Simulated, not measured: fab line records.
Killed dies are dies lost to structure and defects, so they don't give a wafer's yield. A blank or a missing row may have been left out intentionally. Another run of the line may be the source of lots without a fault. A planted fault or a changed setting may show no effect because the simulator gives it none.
Which of the tools did it? + flow nandHarc + Sampling: 22 lots, 66 wafers, 6 of 1159 route steps

## WHAT THE GAUGES READ, wafer by wafer
Not one reading of a measure or inspect step in the record can be checked against a usual standard deviation.

## TOOL THAT RAN EACH LOT (tool first, then ch and the chambers of the sampled wafers, then the start)
| lot  | NHARC_A_STAIRCASE_STRIP_295                  | NHARC_A_STAIRCASE_DEP_417       | NHARC_A_STAIRCASE_DESCUM_443      | NHARC_A_STAIRCASE_STRIP_446         | NHARC_A_STAIRCASE_ETCHBACK_422    | NHARC_A_SGD_CUT_DESCUM_14         |
|------|----------------------------------------------|---------------------------------|-----------------------------------|-------------------------------------|-----------------------------------|-----------------------------------|
| L074 | rieDiel-05 ch 0,1,2, day 12 06:26 or earlier | pecvd-02 ch 0,1,2, day 12 06:26 | rieDiel-05 ch 1,2,3, day 13 20:46 | plasmaAsher-01 ch 0,1, day 13 23:05 | rieDiel-02 ch 0,2,3, day 14 00:27 | rieDiel-04 ch 0,2,3, day 14 02:47 |
| L075 | rieDiel-05 ch 0,2,3, day 12 07:36 or earlier | pecvd-01 ch 0,1,2, day 12 07:36 | rieDiel-02 ch 0,1,3, day 13 20:37 | plasmaAsher-02 ch 0,1, day 13 22:58 | rieDiel-13 ch 0,2,3, day 14 00:17 | rieDiel-10 ch 0,1,2, day 14 02:38 |
| L076 | rieDiel-02 ch 0,1,3, day 12 12:09 or earlier | pecvd-02 ch 1,2, day 12 12:09   | rieDiel-13 ch 0,1, day 14 05:53   | plasmaAsher-01 ch 0, day 14 08:19   | rieDiel-02 ch 1,2,3, day 14 09:37 | rieDiel-10 ch 1,2,3, day 14 11:52 |
| L077 | rieDiel-13 ch 1,2,3, day 12 13:25 or earlier | pecvd-02 ch 0,1, day 12 13:25   | rieDiel-02 ch 0,2, day 14 06:05   | plasmaAsher-02 ch 0,1, day 14 08:34 | rieDiel-02 ch 1,3, day 14 09:53   | rieDiel-04 ch 1,2, day 14 12:13   |
| L079 | rieDiel-05 ch 0,2,3, day 12 14:01 or earlier | pecvd-02 ch 0,1, day 12 14:01   | rieDiel-05 ch 0,1,2, day 14 05:56 | plasmaAsher-02 ch 0,1, day 14 08:17 | rieDiel-13 ch 1,2,3, day 14 09:38 | rieDiel-11 ch 0,3, day 14 12:03   |
| L078 | rieDiel-05 ch 0,1,3, day 12 20:10 or earlier | pecvd-02 ch 0,2, day 12 20:10   | rieDiel-13 ch 1,3, day 14 11:04   | plasmaAsher-01 ch 0,1, day 14 13:25 | rieDiel-05 ch 0,1,2, day 14 14:46 | rieDiel-04 ch 0,2, day 14 17:02   |
| L081 | rieDiel-05 ch 0,1,3, day 13 17:51 or earlier | pecvd-02 ch 0,1,2, day 13 17:51 | rieDiel-02 ch 0,1, day 15 05:21   | plasmaAsher-02 ch 0,1, day 15 08:16 | rieDiel-02 ch 1,2, day 15 09:37   | rieDiel-11 ch 0,1,2, day 15 12:02 |
| L083 | rieDiel-13 ch 0,1,3, day 14 02:50 or earlier | pecvd-01 ch 1,2, day 14 02:50   | rieDiel-13 ch 0,1,3, day 15 15:39 | plasmaAsher-02 ch 0,1, day 15 19:14 | rieDiel-02 ch 1,2,3, day 15 20:32 | rieDiel-04 ch 0,2,3, day 15 22:55 |
| L080 | rieDiel-05 ch 0,1,3, day 14 03:39 or earlier | pecvd-02 ch 0,1, day 14 03:39   | rieDiel-02 ch 0,2, day 15 15:28   | plasmaAsher-02 ch 0,1, day 15 18:31 | rieDiel-02 ch 1,2, day 15 19:52   | rieDiel-11 ch 0,2,3, day 15 22:08 |
| L082 | rieDiel-13 ch 1,2,3, day 14 08:53 or earlier | pecvd-01 ch 0,1,2, day 14 08:53 | rieDiel-02 ch 1,2,3, day 16 02:23 | plasmaAsher-01 ch 0,1, day 16 05:22 | rieDiel-05 ch 0,2,3, day 16 06:45 | rieDiel-04 ch 0,1,3, day 16 08:56 |
| L084 | rieDiel-02 ch 0,2,3, day 14 08:37 or earlier | pecvd-02 ch 0,1, day 14 08:37   | rieDiel-13 ch 0,1,2, day 16 02:13 | plasmaAsher-01 ch 0,1, day 16 05:05 | rieDiel-05 ch 0,2,3, day 16 06:27 | rieDiel-10 ch 0,1,3, day 16 08:50 |
| L089 | rieDiel-13 ch 1,2, day 15 05:23 or earlier   | pecvd-04 ch 0,1, day 15 05:23   | rieDiel-05 ch 0,3, day 16 20:29   | plasmaAsher-02 ch 0,1, day 16 23:00 | rieDiel-02 ch 1,2,3, day 17 00:24 | rieDiel-04 ch 0,2,3, day 17 02:55 |
| L086 | rieDiel-13 ch 0,1,2, day 15 09:46 or earlier | pecvd-04 ch 0,1,2, day 15 09:46 | rieDiel-13 ch 0,1,2, day 16 20:31 | plasmaAsher-01 ch 0,1, day 16 23:08 | rieDiel-13 ch 2,3, day 17 00:25   | rieDiel-04 ch 0,2,3, day 17 02:43 |
| L087 | rieDiel-05 ch 0,1, day 15 13:02 or earlier   | pecvd-02 ch 0,1,2, day 15 13:02 | rieDiel-02 ch 1,2,3, day 16 22:05 | plasmaAsher-01 ch 0,1, day 17 00:38 | rieDiel-13 ch 0,2,3, day 17 01:56 | rieDiel-11 ch 0,1,2, day 17 04:21 |
| L088 | rieDiel-13 ch 0,1,3, day 15 18:12 or earlier | pecvd-02 ch 0,1,2, day 15 18:12 | rieDiel-05 ch 0,2,3, day 17 10:46 | plasmaAsher-02 ch 0,1, day 17 13:06 | rieDiel-02 ch 0,1,2, day 17 14:28 | rieDiel-11 ch 0,2,3, day 17 16:37 |
| L090 | rieDiel-13 ch 2,3, day 16 15:13 or earlier   | pecvd-04 ch 1,2, day 16 15:13   | rieDiel-05 ch 0,1,2, day 18 01:45 | plasmaAsher-02 ch 0,1, day 18 04:07 | rieDiel-05 ch 1,2, day 18 05:28   | rieDiel-04 ch 1,2,3, day 18 07:35 |
| L093 | rieDiel-13 ch 1,2, day 16 17:32 or earlier   | pecvd-01 ch 1, day 16 17:32     | rieDiel-02 ch 0,1, day 18 02:18   | plasmaAsher-01 ch 0,1, day 18 04:41 | rieDiel-02 ch 2,3, day 18 06:01   | rieDiel-11 ch 0,3, day 18 08:19   |
| L094 | rieDiel-05 ch 0,3, day 16 19:12 or earlier   | pecvd-01 ch 1,2, day 16 19:12   | rieDiel-05 ch 0,1,2, day 18 09:46 | plasmaAsher-02 ch 1, day 18 12:20   | rieDiel-13 ch 1,2,3, day 18 13:43 | rieDiel-04 ch 0,2, day 18 16:19   |
| L092 | rieDiel-02 ch 0,3, day 16 23:43 or earlier   | pecvd-01 ch 0,1, day 16 23:43   | rieDiel-02 ch 1,2, day 18 16:24   | plasmaAsher-02 ch 0,1, day 18 18:49 | rieDiel-13 ch 0,1,3, day 18 20:08 | rieDiel-11 ch 1,2, day 18 22:28   |
| L096 | rieDiel-05 ch 0,1,3, day 17 03:43 or earlier | pecvd-02 ch 0,1,2, day 17 03:43 | rieDiel-13 ch 0,1,2, day 18 16:16 | plasmaAsher-01 ch 0,1, day 18 18:46 | rieDiel-02 ch 0,1, day 18 19:58   | rieDiel-10 ch 2,3, day 18 22:05   |
| L095 | rieDiel-05 ch 0,1,2, day 17 07:46 or earlier | pecvd-02 ch 1,2, day 17 07:46   | rieDiel-05 ch 1,2,3, day 18 16:34 | plasmaAsher-01 ch 0,1, day 18 18:56 | rieDiel-02 ch 1,2,3, day 18 20:16 | rieDiel-04 ch 0,1,3, day 18 22:37 |
| L097 | rieDiel-13 ch 0,2,3, day 17 19:07 or earlier | pecvd-02 ch 0,1,2, day 17 19:07 | rieDiel-13 ch 0,2,3, day 19 13:29 | plasmaAsher-01 ch 0,1, day 19 15:53 | rieDiel-02 ch 0,1, day 19 17:16   | rieDiel-11 ch 0,2, day 19 19:53   |
- NHARC_A_STAIRCASE_STRIP_295: strips in O2.
- NHARC_A_STAIRCASE_DEP_417: deposits Si3N4, target thk 60 nm.
- NHARC_A_STAIRCASE_DESCUM_443: chemistry O2, time 3 s.
- NHARC_A_STAIRCASE_STRIP_446: strips in O2.
- NHARC_A_STAIRCASE_ETCHBACK_422: etches the open film in CH3F/O2, target depth 40 nm, time 74.286 s.
- NHARC_A_SGD_CUT_DESCUM_14: chemistry O2, time 3 s.

## AS READ BY THE TOOLS THEMSELVES (means over the sampled wafers that have a number; for cases with no such wafer, the mark the record gives instead)
NHARC_A_STAIRCASE_STRIP_295. Usual: drypumpMotorCurrentA 5.7 A, standard deviation 0.35; oesProductAu 0.995 a.u., standard deviation 0.01; rfVppV 57.7 V, standard deviation 0.86; showerheadPlenumPTorr 3.50 Torr, standard deviation 0.15; throttleValvePct 17.035 %, standard deviation 0.0093.
| lot  | tool       | drypumpMotorCurrentA (A) | oesProductAu (a.u.) | rfVppV (V) | showerheadPlenumPTorr (Torr) | throttleValvePct (%) | flag |
|------|------------|--------------------------|---------------------|------------|------------------------------|----------------------|------|
| L074 | rieDiel-05 | 5.9                      | 0.995               | 57.4       | 3.51                         | 17.036               |      |
| L075 | rieDiel-05 | 5.8                      | 0.991               | 57.5       | 3.59                         | 17.021               |      |
| L076 | rieDiel-02 | 6.0                      | 0.990               | 57.5       | 3.48                         | 17.040               |      |
| L077 | rieDiel-13 | 5.7                      | 0.990               | 57.4       | 3.41                         | 17.041               |      |
| L079 | rieDiel-05 | 5.8                      | 0.992               | 58.2       | 3.59                         | 17.034               |      |
| L078 | rieDiel-05 | 5.8                      | 1.003               | 58.1       | 3.51                         | 17.019               |      |
| L081 | rieDiel-05 | 5.7                      | 0.994               | 58.1       | 3.51                         | 17.036               |      |
| L083 | rieDiel-13 | 5.8                      | 0.991               | 57.0       | 3.37                         | 17.035               |      |
| L080 | rieDiel-05 | 5.8                      | 0.994               | 57.9       | 3.51                         | 17.038               |      |
| L082 | rieDiel-13 | 5.7                      | 0.996               | 57.5       | 3.41                         | 17.037               |      |
| L084 | rieDiel-02 | 5.6                      | 0.996               | 58.1       | 3.55                         | 17.040               |      |
| L089 | rieDiel-13 | 5.6                      | 0.986               | 57.6       | 3.41                         | 17.037               |      |
| L086 | rieDiel-13 | 5.6                      | 0.997               | 57.8       | 3.48                         | 17.036               |      |
| L087 | rieDiel-05 | 6.1                      | 1.000               | 57.8       | 3.48                         | 17.037               |      |
| L088 | rieDiel-13 | 5.8                      | 0.989               | 57.7       | 3.36                         | 17.023               |      |
| L090 | rieDiel-13 | 5.6                      | 1.006               | 58.3       | 3.51                         | 17.031               |      |
| L093 | rieDiel-13 | 5.5                      | 1.006               | 58.4       | 3.51                         | 17.039               |      |
| L094 | rieDiel-05 | 5.6                      | 0.998               | 58.0       | 3.57                         | 17.038               |      |
| L092 | rieDiel-02 | 6.1                      | 1.005               | 57.4       | 3.73                         | 17.032               |      |
| L096 | rieDiel-05 | 5.7                      | 1.003               | 57.1       | 3.49                         | 17.033               |      |
| L095 | rieDiel-05 | 5.8                      | 1.001               | 57.4       | 3.49                         | 17.036               |      |
| L097 | rieDiel-13 | 5.7                      | 1.008               | 57.6       | 3.46                         | 17.036               |      |

NHARC_A_STAIRCASE_DEP_417. Usual: heaterPowerW reads 780 W (standard deviation 100).
| lot  | tool     | heaterPowerW (W) | flag |
|------|----------|------------------|------|
| L074 | pecvd-02 | 787              |      |
| L075 | pecvd-01 | 811              |      |
| L076 | pecvd-02 | 741              |      |
| L077 | pecvd-02 | 867              |      |
| L079 | pecvd-02 | 800              |      |
| L078 | pecvd-02 | 801              |      |
| L081 | pecvd-02 | 770              |      |
| L083 | pecvd-01 | 694              |      |
| L080 | pecvd-02 | 904              |      |
| L082 | pecvd-01 | 798              |      |
| L084 | pecvd-02 | 920              |      |
| L089 | pecvd-04 | 570              |      |
| L086 | pecvd-04 | 686              |      |
| L087 | pecvd-02 | 842              |      |
| L088 | pecvd-02 | 787              |      |
| L090 | pecvd-04 | 717              |      |
| L093 | pecvd-01 | 757              |      |
| L094 | pecvd-01 | 751              |      |
| L092 | pecvd-01 | 740              |      |
| L096 | pecvd-02 | 875              |      |
| L095 | pecvd-02 | 747              |      |
| L097 | pecvd-02 | 810              |      |

NHARC_A_STAIRCASE_DESCUM_443. Usual: drypumpMotorCurrentA 5.7 A, standard deviation 0.39; oesProductAu 0.999 a.u., standard deviation 0.011; rfVppV 57.7 V, standard deviation 0.98; showerheadPlenumPTorr 1.91 Torr, standard deviation 0.093; throttleValvePct 11.310 %, standard deviation 0.0095.
| lot  | tool       | drypumpMotorCurrentA (A) | oesProductAu (a.u.) | rfVppV (V) | showerheadPlenumPTorr (Torr) | throttleValvePct (%) | flag |
|------|------------|--------------------------|---------------------|------------|------------------------------|----------------------|------|
| L074 | rieDiel-05 | 5.5                      | 0.990               | 57.7       | 1.92                         | 11.317               |      |
| L075 | rieDiel-02 | 6.0                      | 1.000               | 57.1       | 1.88                         | 11.310               |      |
| L076 | rieDiel-13 | 5.7                      | 0.987               | 57.3       | 1.87                         | 11.320               |      |
| L077 | rieDiel-02 | 5.2                      | 1.004               | 58.6       | 2.03                         | 11.306               |      |
| L079 | rieDiel-05 | 5.9                      | 0.995               | 57.6       | 1.90                         | 11.307               |      |
| L078 | rieDiel-13 | 6.0                      | 0.992               | 58.1       | 1.77                         | 11.297               |      |
| L081 | rieDiel-02 | 5.9                      | 0.998               | 58.1       | 1.93                         | 11.309               |      |
| L083 | rieDiel-13 | 5.8                      | 0.992               | 57.2       | 1.82                         | 11.315               |      |
| L080 | rieDiel-02 | 5.4                      | 1.008               | 57.7       | 1.98                         | 11.308               |      |
| L082 | rieDiel-02 | 5.8                      | 1.003               | 57.5       | 2.01                         | 11.308               |      |
| L084 | rieDiel-13 | 5.6                      | 0.991               | 57.3       | 1.88                         | 11.310               |      |
| L089 | rieDiel-05 | 5.6                      | 1.008               | 58.2       | 1.94                         | 11.312               |      |
| L086 | rieDiel-13 | 5.6                      | 1.004               | 57.4       | 1.88                         | 11.316               |      |
| L087 | rieDiel-02 | 5.8                      | 1.002               | 58.0       | 2.01                         | 11.315               |      |
| L088 | rieDiel-05 | 5.8                      | 1.004               | 58.3       | 1.94                         | 11.310               |      |
| L090 | rieDiel-05 | 5.9                      | 1.002               | 58.0       | 1.89                         | 11.311               |      |
| L093 | rieDiel-02 | 5.8                      | 1.009               | 58.3       | 1.94                         | 11.310               |      |
| L094 | rieDiel-05 | 5.9                      | 0.999               | 57.4       | 1.88                         | 11.303               |      |
| L092 | rieDiel-02 | 5.7                      | 0.998               | 57.4       | 1.95                         | 11.319               |      |
| L096 | rieDiel-13 | 5.6                      | 0.987               | 56.5       | 1.88                         | 11.310               |      |
| L095 | rieDiel-05 | 5.5                      | 1.004               | 57.9       | 1.90                         | 11.314               |      |
| L097 | rieDiel-13 | 5.7                      | 0.992               | 57.3       | 1.87                         | 11.303               |      |

NHARC_A_STAIRCASE_STRIP_446. Usual: drypumpMotorCurrentA 5.59 A, standard deviation 0.29; heaterPowerW 343 W, standard deviation 32.
| lot  | tool           | drypumpMotorCurrentA (A) | heaterPowerW (W) | flag |
|------|----------------|--------------------------|------------------|------|
| L074 | plasmaAsher-01 | 5.38                     | 369              |      |
| L075 | plasmaAsher-02 | 5.91                     | 305              |      |
| L076 | plasmaAsher-01 | 5.48                     | 372              |      |
| L077 | plasmaAsher-02 | 5.89                     | 305              |      |
| L079 | plasmaAsher-02 | 5.88                     | 315              |      |
| L078 | plasmaAsher-01 | 5.37                     | 369              |      |
| L081 | plasmaAsher-02 | 5.88                     | 314              |      |
| L083 | plasmaAsher-02 | 5.90                     | 306              |      |
| L080 | plasmaAsher-02 | 5.89                     | 319              |      |
| L082 | plasmaAsher-01 | 5.39                     | 374              |      |
| L084 | plasmaAsher-01 | 5.29                     | 380              |      |
| L089 | plasmaAsher-02 | 5.87                     | 309              |      |
| L086 | plasmaAsher-01 | 5.37                     | 369              |      |
| L087 | plasmaAsher-01 | 5.31                     | 374              |      |
| L088 | plasmaAsher-02 | 5.91                     | 309              |      |
| L090 | plasmaAsher-02 | 5.91                     | 308              |      |
| L093 | plasmaAsher-01 | 5.27                     | 366              |      |
| L094 | plasmaAsher-02 | 5.88                     | 318              |      |
| L092 | plasmaAsher-02 | 5.90                     | 305              |      |
| L096 | plasmaAsher-01 | 5.29                     | 368              |      |
| L095 | plasmaAsher-01 | 5.31                     | 372              |      |
| L097 | plasmaAsher-01 | 5.37                     | 376              |      |

NHARC_A_STAIRCASE_ETCHBACK_422. Usual: ch3fFlowSccm 50.00 sccm, standard deviation 0.13; drypumpMotorCurrentA 5.7 A, standard deviation 0.43; oesProductAu 0.96 a.u., standard deviation 0.041; rfVppV 244.6 V, standard deviation 1.9; showerheadPlenumPTorr 2.48 Torr, standard deviation 0.12; throttleValvePct 20.663 %, standard deviation 0.0087.
| lot  | tool       | ch3fFlowSccm (sccm) | drypumpMotorCurrentA (A) | oesProductAu (a.u.) | rfVppV (V) | showerheadPlenumPTorr (Torr) | throttleValvePct (%) | flag |
|------|------------|---------------------|--------------------------|---------------------|------------|------------------------------|----------------------|------|
| L074 | rieDiel-02 | 49.99               | 5.6                      | 0.92                | 245.0      | 2.47                         | 20.666               |      |
| L075 | rieDiel-13 | 50.00               | 5.7                      | 1.00                | 243.4      | 2.43                         | 20.659               |      |
| L076 | rieDiel-02 | 49.87               | 5.8                      | 0.92                | 244.2      | 2.46                         | 20.656               |      |
| L077 | rieDiel-02 | 49.95               | 6.2                      | 0.98                | 243.3      | 2.40                         | 20.661               |      |
| L079 | rieDiel-13 | 49.95               | 5.7                      | 0.99                | 243.6      | 2.37                         | 20.664               |      |
| L078 | rieDiel-05 | 50.11               | 5.9                      | 0.91                | 244.7      | 2.44                         | 20.661               |      |
| L081 | rieDiel-02 | 50.03               | 5.7                      | 1.00                | 244.4      | 2.52                         | 20.665               |      |
| L083 | rieDiel-02 | 50.02               | 5.8                      | 1.00                | 245.9      | 2.58                         | 20.661               |      |
| L080 | rieDiel-02 | 50.01               | 5.4                      | 1.00                | 245.7      | 2.57                         | 20.663               |      |
| L082 | rieDiel-05 | 49.91               | 5.8                      | 1.00                | 246.1      | 2.49                         | 20.665               |      |
| L084 | rieDiel-05 | 49.95               | 5.8                      | 1.00                | 245.0      | 2.49                         | 20.649               |      |
| L089 | rieDiel-02 | 50.04               | 5.8                      | 0.95                | 245.6      | 2.58                         | 20.668               |      |
| L086 | rieDiel-13 | 50.01               | 5.6                      | 0.93                | 244.7      | 2.44                         | 20.657               |      |
| L087 | rieDiel-13 | 49.94               | 5.7                      | 0.92                | 243.7      | 2.41                         | 20.670               |      |
| L088 | rieDiel-02 | 49.98               | 5.6                      | 0.92                | 245.4      | 2.53                         | 20.660               |      |
| L090 | rieDiel-05 | 50.06               | 5.6                      | 0.99                | 244.2      | 2.45                         | 20.669               |      |
| L093 | rieDiel-02 | 50.03               | 5.9                      | 1.01                | 246.6      | 2.64                         | 20.658               |      |
| L094 | rieDiel-13 | 50.01               | 5.7                      | 0.91                | 243.0      | 2.36                         | 20.669               |      |
| L092 | rieDiel-13 | 49.99               | 5.8                      | 0.93                | 242.1      | 2.33                         | 20.669               |      |
| L096 | rieDiel-02 | 49.95               | 5.9                      | 0.91                | 244.6      | 2.47                         | 20.652               |      |
| L095 | rieDiel-02 | 50.03               | 5.8                      | 0.93                | 244.4      | 2.57                         | 20.657               |      |
| L097 | rieDiel-02 | 50.01               | 5.9                      | 0.92                | 244.3      | 2.47                         | 20.659               |      |

NHARC_A_SGD_CUT_DESCUM_14. Usual: drypumpMotorCurrentA 5.7 A, standard deviation 0.35; oesProductAu 0.997 a.u., standard deviation 0.0098; rfVppV 57.7 V, standard deviation 0.8; showerheadPlenumPTorr 1.88 Torr, standard deviation 0.082; throttleValvePct 11.311 %, standard deviation 0.0091.
| lot  | tool       | drypumpMotorCurrentA (A) | oesProductAu (a.u.) | rfVppV (V) | showerheadPlenumPTorr (Torr) | throttleValvePct (%) | flag |
|------|------------|--------------------------|---------------------|------------|------------------------------|----------------------|------|
| L074 | rieDiel-04 | 5.8                      | 0.987               | 57.3       | 1.82                         | 11.312               |      |
| L075 | rieDiel-10 | 5.3                      | 0.995               | 57.2       | 1.89                         | 11.310               |      |
| L076 | rieDiel-10 | 5.3                      | 0.998               | 58.2       | 1.86                         | 11.306               |      |
| L077 | rieDiel-04 | 5.6                      | 0.999               | 58.5       | 1.94                         | 11.317               |      |
| L079 | rieDiel-11 | 5.6                      | 0.991               | 57.7       | 1.95                         | 11.320               |      |
| L078 | rieDiel-04 | 5.8                      | 1.002               | 57.3       | 1.82                         | 11.313               |      |
| L081 | rieDiel-11 | 5.9                      | 0.999               | 58.8       | 1.93                         | 11.308               |      |
| L083 | rieDiel-04 | 5.9                      | 0.993               | 57.0       | 1.82                         | 11.317               |      |
| L080 | rieDiel-11 | 5.8                      | 0.998               | 57.9       | 1.94                         | 11.308               |      |
| L082 | rieDiel-04 | 5.7                      | 1.002               | 57.4       | 1.89                         | 11.315               |      |
| L084 | rieDiel-10 | 5.5                      | 0.993               | 57.2       | 1.84                         | 11.302               |      |
| L089 | rieDiel-04 | 5.8                      | 0.996               | 56.7       | 1.82                         | 11.318               |      |
| L086 | rieDiel-04 | 5.8                      | 0.995               | 57.4       | 1.82                         | 11.309               |      |
| L087 | rieDiel-11 | 5.9                      | 1.000               | 57.3       | 1.93                         | 11.301               |      |
| L088 | rieDiel-11 | 5.8                      | 0.999               | 57.9       | 1.93                         | 11.319               |      |
| L090 | rieDiel-04 | 5.7                      | 0.985               | 58.1       | 1.88                         | 11.311               |      |
| L093 | rieDiel-11 | 5.8                      | 0.992               | 57.9       | 1.89                         | 11.306               |      |
| L094 | rieDiel-04 | 5.8                      | 0.980               | 57.1       | 1.80                         | 11.320               |      |
| L092 | rieDiel-11 | 6.2                      | 1.006               | 58.1       | 1.92                         | 11.314               |      |
| L096 | rieDiel-10 | 5.4                      | 1.005               | 58.7       | 1.91                         | 11.314               |      |
| L095 | rieDiel-04 | 5.7                      | 1.004               | 57.6       | 1.89                         | 11.308               |      |
| L097 | rieDiel-11 | 5.6                      | 0.989               | 57.8       | 1.98                         | 11.310               |      |

## THE ANSWER, worked out from the rows above alone
Rule: a lot counts as off when the mean over its wafers that have a number is more than 3 standard deviations away from the usual mean. A lot without any number at a reading at which 4 lots or more have one is off too. Any other lot the step has rows for is counted as sound. The gauges are gone through in route order, then the tools' own readings, and for those a lot's mean is taken as printed above. At the first step where some lot is off, the reading lying furthest off is the one used; lots without a number count as furthest.
Across all readings shown, no lot is off: no conclusion can be drawn from this.

## WHAT THE SIMULATOR HAD PUT IN
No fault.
